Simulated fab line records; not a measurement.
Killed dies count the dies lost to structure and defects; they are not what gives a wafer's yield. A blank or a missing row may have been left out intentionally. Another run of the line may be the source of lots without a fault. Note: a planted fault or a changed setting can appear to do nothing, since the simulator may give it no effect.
fab line records ; flow n5-finfet
[record] lots = 10; wafers = 30; last-day = 18
route steps=1938 shown BEOL_M2@898 BEOL_M4@1111 PASSIVATION@1936
lots with no fault: from the same line, run without faults
start-h: hours from the record's first day to the start of the lot's first wafer shown ; wait-h: hours since the lot's step before ; " as in the row above ; L1.1+2: one row covering several wafers at once ; - either no value or no given start ; * or withheld: withheld ; < > ~ a bound
route shown NAME@n: NAME is a module with steps in the file, n the number in the route of the first one ; usual: mean/standard deviation of fault-free wafers ; same: alike in all rows ; chamber/n: place in a boat ; sites: per-site readings ; _std_site: the standard deviation of these ; _edge_site: the outer-site mean with the inner-site mean subtracted ; radius-mm: for every site, how far away it sits from the centre of the wafer ; mask NAME#n: copy n ; behind: the last tool/chamber to shape the wafer ; hold: the reason the lot was held/the length of the hold in hours/how it ended ; device: the n, p or np transistor that did not switch ; end of line: the route-end tests of the same wafers ; for a step that has no rows: nothing shown but its recipe ; killed: at the first sort, the dies lost to defects and structure; wafer yield is something else ; map: dies across one wafer; x = killed, . = not, _ = none there
set.NAME: the setting that was run; set.NAME@STEP: the one run at that earlier step ; model.NAME: the simulator's own value behind a step, which no gauge read
steps of the route over a sample of lots; a table a step, a row a wafer
services: when a tool's chamber went out of use (start-h, in hours from the record's first day, below 0 if earlier), for how many hours, and the reason
[[steps]]
[step N5_BEOL_M2_CD_MEAS_35]
[recipe] target-cd-nm = 18; target-cd-y-nm = 22.2; polarity = opening
[usual] cd-nm = 18.1/0.35
lot.wafer;tool;chamber;start-h;wait-h;cd-nm
L397.2;cd-sem-03;-;142.14;0.0;19.1
L397.5;cd-sem-03;-;142.14;0.0;18.3
L397.6;cd-sem-03;-;142.14;0.0;18.4
L398.1;cd-sem-03;-;157.41;0.0;17.8
L398.4;cd-sem-03;-;157.41;0.0;18.0
L398.6;cd-sem-03;-;157.41;0.0;18.4
L401.3;cd-sem-02;-;174.16;0.0;18.5
L401.4;cd-sem-02;-;174.16;0.0;18.6
L401.6;cd-sem-02;-;174.16;0.0;18.7
L402.3;cd-sem-02;-;177.83;0.0;17.8
L402.4;cd-sem-02;-;177.83;0.0;18.0
L402.5;cd-sem-02;-;177.83;0.0;18.3
L410.1;cd-sem-03;-;239.98;0.0;18.3
L410.3;cd-sem-03;-;239.98;0.0;18.4
L410.4;cd-sem-03;-;239.98;0.0;17.8
L412.1;cd-sem-01;-;242.27;0.0;17.8
L412.2;cd-sem-01;-;242.27;0.0;17.6
L412.5;cd-sem-01;-;242.27;0.0;17.6
L413.2;cd-sem-01;-;248.62;0.0;17.6
L413.3;cd-sem-01;-;248.62;0.0;18.2
L413.6;cd-sem-01;-;248.62;0.0;18.0
L416.2;cd-sem-01;-;266.30;0.0;17.9
L416.3;cd-sem-01;-;266.30;0.0;17.6
L416.5;cd-sem-01;-;266.30;0.0;18.0
L419.1;cd-sem-02;-;276.64;0.0;18.2
L419.3;cd-sem-02;-;276.64;0.0;18.0
L419.5;cd-sem-02;-;276.64;0.0;17.3
L418.1;cd-sem-02;-;281.10;0.0;18.4
L418.3;cd-sem-02;-;281.10;0.0;18.0
L418.5;cd-sem-02;-;281.10;0.0;18.3
[step N5_BEOL_M2_ALD_84]
[recipe] material = TaN; target-thk-a = *; temp-c = 275; ald-precursor-family = PDMAT; ald-co-reactant = NH3; pressure-torr = 3; carrier-flow-sccm = 1500; pulse-time-s = 2; purge-time-s = 3; co-reactant-purge-time-s = 2; co-reactant-pulse-time-s = 3; ald-cycles = 30; precursor-vessel-temp-c = 75; precursor-vessel-pressure-torr = 26.25; precursor-vessel-carrier-sccm = 1000
[usual] heater-power-outer-w = 215/14; heater-power-w = 400/34; precursor-vessel-temp-c = 75.01/0.12; pulse-time-s = 2/0
[same] purge-time-s = 3
lot.wafer;tool;chamber;start-h;wait-h;heater-power-outer-w;heater-power-w;precursor-vessel-temp-c;pulse-time-s
L397.2;ald-metal-04;2;142.38;0.0;202;354;75.20;2
L397.5;ald-metal-04;3;142.38;0.0;208;343;75.15;2
L397.6;ald-metal-04;2;142.38;0.0;206;340;75.01;2
L398.1;ald-metal-04;1;157.81;0.1;226;458;75.01;2
L398.4;ald-metal-04;3;157.81;0.1;204;344;74.89;2
L398.6;ald-metal-04;2;157.81;0.1;203;334;75.02;2
L401.3;ald-metal-04;1;174.81;0.1;228;444;74.91;2
L401.4;ald-metal-04;0;174.81;0.1;240;446;75.06;1.72
L401.6;ald-metal-04;3;174.81;0.1;202;340;75.00;2
L402.3;ald-metal-01;3;178.35;0.0;210;373;75.18;2
L402.4;ald-metal-01;0;178.35;0.0;201;371;74.96;2
L402.5;ald-metal-01;3;178.35;0.0;207;387;75.11;2
L410.1;ald-metal-01;2;241.17;0.1;207;415;75.01;2
L410.3;ald-metal-01;1;241.17;0.1;226;441;74.93;2
L410.4;ald-metal-01;0;241.17;0.1;196;369;74.88;2
L412.1;ald-metal-02;3;242.80;0.0;230;393;74.98;2
L412.2;ald-metal-02;1;242.80;0.0;215;420;75.00;2
L412.5;ald-metal-02;0;242.80;0.0;205;394;74.92;2
L413.2;ald-metal-01;3;249.20;0.0;205;385;75.18;2
L413.3;ald-metal-01;0;249.20;0.0;197;355;74.80;2
L413.6;ald-metal-01;2;249.20;0.0;204;410;74.96;2
L416.2;ald-metal-02;2;266.62;0.2;238;404;74.93;2
L416.3;ald-metal-02;1;266.62;0.2;211;414;75.01;2
L416.5;ald-metal-02;2;266.62;0.2;232;413;74.87;2
L419.1;ald-metal-04;3;277.16;0.1;212;347;74.91;2
L419.3;ald-metal-04;1;277.16;0.1;225;450;75.12;2
L419.5;ald-metal-04;1;277.16;0.1;227;449;75.19;2
L418.1;ald-metal-01;0;282.22;0.2;196;362;75.01;2
L418.3;ald-metal-01;2;282.22;0.2;209;416;75.04;2
L418.5;ald-metal-01;3;282.22;0.2;201;381;75.02;2
[step N5_BEOL_M2_SURFACE_TREAT_85]
[recipe] gas = Ar; time-s = *; ion-energy-ev = *; ion-current-ma-cm2 = 0.5; pressure-mtorr = *; ar-flow-sccm = 30
[usual] throttle-valve-pct = *
lot.wafer;tool;chamber;start-h;wait-h;throttle-valve-pct
L397.2;pvd-sputter-03;-;142.64;0.2;*
L397.5;pvd-sputter-03;-;142.64;0.2;*
L397.6;pvd-sputter-03;-;142.64;0.2;*
L398.1;pvd-sputter-01;-;158.03;0.1;*
L398.4;pvd-sputter-01;-;158.03;0.1;*
L398.6;pvd-sputter-01;-;158.03;0.1;*
L401.3;pvd-sputter-02;-;175.03;0.1;*
L401.4;pvd-sputter-02;-;175.03;0.1;*
L401.6;pvd-sputter-02;-;175.03;0.1;*
L402.3;pvd-sputter-01;-;178.60;0.1;*
L402.4;pvd-sputter-01;-;178.60;0.1;*
L402.5;pvd-sputter-01;-;178.60;0.1;*
L410.1;pvd-sputter-02;-;241.53;0.3;*
L410.3;pvd-sputter-02;-;241.53;0.3;*
L410.4;pvd-sputter-02;-;241.53;0.3;*
L412.1;pvd-sputter-03;-;243.10;0.2;*
L412.2;pvd-sputter-03;-;243.10;0.2;*
L412.5;pvd-sputter-03;-;243.10;0.2;*
L413.2;pvd-sputter-01;-;249.54;0.2;*
L413.3;pvd-sputter-01;-;249.54;0.2;*
L413.6;pvd-sputter-01;-;249.54;0.2;*
L416.2;pvd-sputter-03;-;266.92;0.2;*
L416.3;pvd-sputter-03;-;266.92;0.2;*
L416.5;pvd-sputter-03;-;266.92;0.2;*
L419.1;pvd-sputter-01;-;277.46;0.2;*
L419.3;pvd-sputter-01;-;277.46;0.2;*
L419.5;pvd-sputter-01;-;277.46;0.2;*
L418.1;pvd-sputter-02;-;282.50;0.2;*
L418.3;pvd-sputter-02;-;282.50;0.2;*
L418.5;pvd-sputter-02;-;282.50;0.2;*
[step N5_BEOL_M2_SPUTTER_81]
[recipe] material = Cu; target-thk-a = 45; temp-c = -20; chamber-pressure-pa = 0.07; power-w = withheld; time-s = 8.29
[usual] throttle-valve-pct = 30.0/1.2
lot.wafer;tool;chamber;start-h;wait-h;throttle-valve-pct
L397.2;pvd-sputter-02;-;143.37;0.1;29.0
L397.5;pvd-sputter-02;-;143.37;0.1;30.3
L397.6;pvd-sputter-02;-;143.37;0.1;30.0
L398.1;pvd-sputter-02;-;160.39;0.1;29.2
L398.4;pvd-sputter-02;-;160.39;0.1;30.1
L398.6;pvd-sputter-02;-;160.39;0.1;29.3
L401.3;pvd-sputter-03;-;175.71;0.1;28.8
L401.4;pvd-sputter-03;-;175.71;0.1;28.9
L401.6;pvd-sputter-03;-;175.71;0.1;28.9
L402.3;pvd-sputter-03;-;179.57;0.1;31.2
L402.4;pvd-sputter-03;-;179.57;0.1;29.2
L402.5;pvd-sputter-03;-;179.57;0.1;29.1
L410.1;pvd-sputter-02;-;242.25;0.1;29.1
L410.3;pvd-sputter-02;-;242.25;0.1;32.3
L410.4;pvd-sputter-02;-;242.25;0.1;30.0
L412.1;pvd-sputter-03;-;243.94;0.1;29.0
L412.2;pvd-sputter-03;-;243.94;0.1;31.1
L412.5;pvd-sputter-03;-;243.94;0.1;31.2
L413.2;pvd-sputter-03;-;252.13;0.1;29.1
L413.3;pvd-sputter-03;-;252.13;0.1;30.6
L413.6;pvd-sputter-03;-;252.13;0.1;30.9
L416.2;pvd-sputter-02;-;269.21;0.1;29.7
L416.3;pvd-sputter-02;-;269.21;0.1;30.2
L416.5;pvd-sputter-02;-;269.21;0.1;29.2
L419.1;pvd-sputter-01;-;279.89;0.1;28.4
L419.3;pvd-sputter-01;-;279.89;0.1;29.9
L419.5;pvd-sputter-01;-;279.89;0.1;30.0
L418.1;pvd-sputter-03;-;283.16;0.1;28.8
L418.3;pvd-sputter-03;-;283.16;0.1;31.2
L418.5;pvd-sputter-03;-;283.16;0.1;29.2
[step N5_BEOL_M4_RC_MEAS_101]
[usual] DIBL_N = 35.8/1.6; DIBL_P = 36.0/1.9; IOFF_N = 0.151/0.029; IOFF_P = 0.21/0.037; ION_N = 673/12; ION_P = 463/7.3; SS_N = 71.5/0.58; SS_P = 73.2/0.61; VT_N = 251/3.3; VT_P = -250/3.3
lot.wafer;tool;chamber;start-h;wait-h;DIBL_N[mV/V];DIBL_P[mV/V];IOFF_N[nA/um];IOFF_P[nA/um];ION_N[uA/um];ION_P[uA/um];SS_N[mV/dec];SS_P[mV/dec];VT_N[mV];VT_P[mV]
L397.2;prober-01;0;167.39;0.2;34.9;32.7;0.118;0.16;658;451;71.1;71.6;255;-254
L397.5;prober-01;0;167.39;0.2;36.3;35.0;0.145;0.19;676;466;71.4;73.5;252;-251
L397.6;prober-01;0;167.39;0.2;36.6;35.8;0.162;0.22;675;467;71.1;73.3;247;-248
L398.1;prober-01;0;186.70;0.0;36.8;36.7;0.151;0.20;668;456;72.1;73.5;253;-252
L398.4;prober-01;0;186.70;0.0;35.3;34.5;0.128;0.17;657;457;71.0;72.6;254;-253
L398.6;prober-01;0;186.70;0.0;34.1;33.3;0.108;0.15;652;452;71.1;72.0;257;-253
L402.3;prober-02;0;205.15;0.3;36.1;36.8;0.167;0.26;682;469;71.8;73.0;248;-249
L402.4;prober-02;0;205.15;0.3;37.2;37.7;0.183;0.29;678;469;71.8;73.2;248;-244
L402.5;prober-02;0;205.15;0.3;37.6;38.2;0.205;0.31;691;478;72.7;73.7;246;-241
L401.3;prober-01;0;206.47;0.3;34.5;34.6;0.125;0.16;674;456;70.6;73.4;254;-256
L401.4;prober-01;0;206.47;0.3;35.4;34.6;0.136;0.17;672;459;71.2;72.7;253;-255
L401.6;prober-01;0;206.47;0.3;36.9;37.2;0.161;0.20;676;455;71.5;73.4;252;-249
L410.1;prober-02;0;261.04;0.0;38.4;38.4;0.191;0.24;689;473;71.1;73.7;247;-250
L410.3;prober-02;0;261.04;0.0;37.6;36.6;0.158;0.20;674;455;71.8;73.1;251;-252
L410.4;prober-02;0;261.04;0.0;35.3;34.5;0.130;0.18;651;448;71.3;73.1;252;-252
L413.2;prober-01;0;277.44;0.2;33.5;33.6;0.129;0.17;672;457;70.5;72.7;254;-252
L413.3;prober-01;0;277.44;0.2;34.4;34.1;0.130;0.18;676;465;70.6;72.7;253;-252
L413.6;prober-01;0;277.44;0.2;33.5;32.7;0.115;0.17;656;456;70.9;72.2;255;-252
L412.1;prober-02;0;278.49;0.0;35.2;33.6;0.151;0.21;688;470;71.8;73.0;250;-247
L412.2;prober-02;0;278.49;0.0;38.9;39.2;0.229;0.31;695;476;71.9;74.0;244;-245
L412.5;prober-02;0;278.49;0.0;35.8;35.5;0.163;0.24;678;470;72.0;73.4;248;-246
L416.2;prober-01;0;298.89;0.2;34.1;35.2;0.132;0.18;647;459;71.3;73.8;253;-253
L416.3;prober-01;0;298.89;0.2;38.7;39.7;0.234;0.26;708;469;72.9;74.2;244;-247
L416.5;prober-01;0;298.89;0.2;34.6;37.3;0.162;0.22;687;470;72.3;73.6;246;-254
L418.1;prober-02;0;314.20;0.0;38.5;38.6;0.170;0.23;670;464;72.0;73.9;251;-251
L418.3;prober-02;0;314.20;0.0;35.4;35.1;0.135;0.19;671;456;71.2;72.6;250;-253
L418.5;prober-02;0;314.20;0.0;36.8;37.2;0.166;0.22;679;461;71.5;73.7;250;-249
L419.1;prober-01;0;314.57;0.0;34.7;35.1;0.136;0.19;671;457;70.9;72.2;252;-252
L419.3;prober-01;0;314.57;0.0;35.3;36.0;0.142;0.21;664;459;71.9;73.1;252;-251
L419.5;prober-01;0;314.57;0.0;34.8;35.4;0.128;0.20;660;456;71.4;72.6;254;-253
[step N5_PASSIVATION_PROBE_49]
[usual] defect-limited-yield = 90.9/1.4; killed_at_M0_to_M3 = 37/12; killed_at_M4_up = 14/5.3; killed-at-contacts = 12/6.2; killed-at-front-end = 41/11; killed-at-other = 3.7/2.9; killed-dies = 107/17; killed-on-rim = 14/4.4; killed-open = 71/12; killed-short = 34/7.9; sort_bin_5_function = 5.3/0.95; sort_bin_6_memory = 3.4/0.7; sort_bin_8_speed = 0.00/0.0099; sort-n-pass = 1073/17; sort-yield-pct = 90.9/1.5
[same] gross-dies = 1180; killed-at-back-side = 0; sort_bin_4_leakage[%] = 0
lot.wafer;tool;chamber;start-h;wait-h;defect-limited-yield[%];killed_at_M0_to_M3;killed_at_M4_up;killed-at-contacts;killed-at-front-end;killed-at-other;killed-dies;killed-on-rim;killed-open;killed-short;sort_bin_5_function[%];sort_bin_6_memory[%];sort_bin_8_speed[%];sort-n-pass;sort-yield-pct[%]
L402.3;prober-01;-;310.99;0.1;91.1;51;10;9;31;4;105;18;74;31;5.5;3.3;0;1075;91.1
L402.4;prober-01;-;311.04;0.2;92.2;25;16;17;32;2;92;13;65;27;4.4;3.1;0;1088;92.2
L402.5;prober-01;-;311.09;0.2;90.9;40;19;12;35;1;107;13;75;32;6.0;2.5;0;1073;90.9
L412.1;prober-02;-;389.00;0.0;92.2;36;6;7;40;3;92;21;64;22;4.4;2.9;0;1088;92.2
L412.2;prober-02;-;389.05;0.1;90.6;44;14;15;36;2;111;22;77;31;5.7;3.6;0;1069;90.6
L412.5;prober-02;-;389.20;0.2;87.8;46;20;31;35;12;144;20;103;36;6.7;5.1;0;1036;87.8
L419.1;prober-02;-;426.06;0.0;89.5;38;18;7;58;3;124;17;86;35;5.3;4.9;0;1056;89.5
L419.3;prober-02;-;426.16;0.1;91.9;27;16;5;43;4;95;12;55;40;4.7;2.8;0;1085;91.9
L419.5;prober-02;-;426.26;0.2;89.7;41;19;11;49;2;122;13;73;47;5.8;4.2;0;1058;89.7
// killed by level:class
L402.3 BEOL_M0_SAQP:geometric-particle:open=16 BEOL_M0_SAQP:geometric-particle:short=12 STI_FIN_REVEAL:geometric-particle:open=9 BEOL_M1:geometric-particle:open=8 MOL_CONTACT_COAG:geometric-particle:open=7 BEOL_M3:geometric-particle:open=6 BEOL_M2:geometric-particle:open=5 FIN_SAQP:geometric-particle:short=4
L402.4 MOL_CONTACT_COAG:geometric-particle:open=12 STI_FIN_REVEAL:geometric-particle:open=7 BEOL_M0_SAQP:geometric-particle:short=7 BEOL_M0_SAQP:geometric-particle:open=7 BEOL_M4:geometric-particle:open=7 FIN_SAQP:geometric-particle:open=5 FIN_SAQP:geometric-particle:short=5 MOL_CONTACT_COAG:geometric-particle:short=5
L402.5 BEOL_M0_SAQP:geometric-particle:short=11 FIN_SAQP:geometric-particle:open=9 MOL_CONTACT_COAG:geometric-particle:open=9 BEOL_M2:geometric-particle:open=9 BEOL_M0_SAQP:geometric-particle:open=7 BEOL_M1:geometric-particle:open=7 BEOL_M4:geometric-particle:open=7 DUMMY_GATE:geometric-particle:open=5
L412.1 BEOL_M2:geometric-particle:open=10 STI_FIN_REVEAL:geometric-particle:open=8 BEOL_M3:geometric-particle:open=8 FIN_SAQP:geometric-particle:open=7 MOL_CONTACT_COAG:geometric-particle:open=7 BEOL_M1:geometric-particle:open=6 BEOL_M0_SAQP:geometric-particle:short=4 HKMG_FIN:area-etch=4
L412.2 STI_FIN_REVEAL:geometric-particle:open=17 MOL_CONTACT_COAG:geometric-particle:open=13 BEOL_M0_SAQP:geometric-particle:short=9 BEOL_M0_SAQP:geometric-particle:open=8 BEOL_M2:geometric-particle:open=8 BEOL_M5:geometric-particle:open=6 BEOL_M0:geometric-particle:open=5 BEOL_M1:geometric-particle:open=4
L412.5 MOL_CONTACT_COAG:geometric-particle:open=26 BEOL_M1:geometric-particle:open=15 STI_FIN_REVEAL:geometric-particle:open=10 BEOL_M0_SAQP:geometric-particle:short=8 BEOL_M2:geometric-particle:open=7 BEOL_M4:geometric-particle:open=7 MOL_CONTACT_COAG:geometric-particle:short=5 BEOL_M3:geometric-particle:open=5
L419.1 FIN_SAQP:geometric-particle:open=16 FIN_SAQP:geometric-particle:short=13 BEOL_M0_SAQP:geometric-particle:open=9 BEOL_M0_SAQP:geometric-particle:short=8 BEOL_M2:geometric-particle:open=7 BEOL_M3:geometric-particle:open=7 BEOL_M4:geometric-particle:open=7 MOL_CONTACT_COAG:geometric-particle:open=6
L419.3 FIN_SAQP:geometric-particle:short=9 BEOL_M4:geometric-particle:open=8 FIN_SAQP:geometric-particle:open=7 BEOL_M0_SAQP:geometric-particle:short=7 BEOL_M0_SAQP:geometric-particle:open=6 STI_FIN_REVEAL:geometric-particle:open=5 GATE_CUT:geometric-particle:short=5 BEOL_M2:geometric-particle:open=4
L419.5 BEOL_M0_SAQP:geometric-particle:short=15 DUMMY_GATE:geometric-particle:open=11 MOL_CONTACT_COAG:geometric-particle:open=10 BEOL_M4:geometric-particle:open=10 GATE_CUT:geometric-particle:short=9 BEOL_M3:geometric-particle:open=8 BEOL_M0_SAQP:geometric-particle:open=8 FIN_SAQP:geometric-particle:short=7
[[services]]
tool;chamber;start-h;hours;kind
ald-metal-04;-;118.44;2.8;pm
ald-metal-01;3;119.98;5.4;repair
ald-metal-02;3;130.22;107.3;repair
pvd-sputter-01;-;137.17;2.2;repair
pvd-sputter-01;-;231.67;2.2;repair
pvd-sputter-01;-;236.50;2.7;repair
ald-metal-01;1;243.56;3.8;repair
[[key]]
[first-sign] step = N5_BEOL_M2_ALD_84; reading = pulse-time-s; direction = down; sigmas = 99+; usual = *; struck = *
effect none on later readings
met-at N5_BEOL_M2_ALD_84
struck-lots L401
struck-wafers L401.4
not-acting-at N5_BEOL_M2_CD_MEAS_35,N5_BEOL_M2_SURFACE_TREAT_85,N5_BEOL_M2_SPUTTER_81
[fault] kind = process-parameter-drift; tool = ald-metal-04; chamber = 0; onset-h = 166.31; steps = N5_BEOL_M2_ALD_84; channel = pulse-time-s; offset = *; shape = step; end-h = 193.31; acts-in = *; stated = *
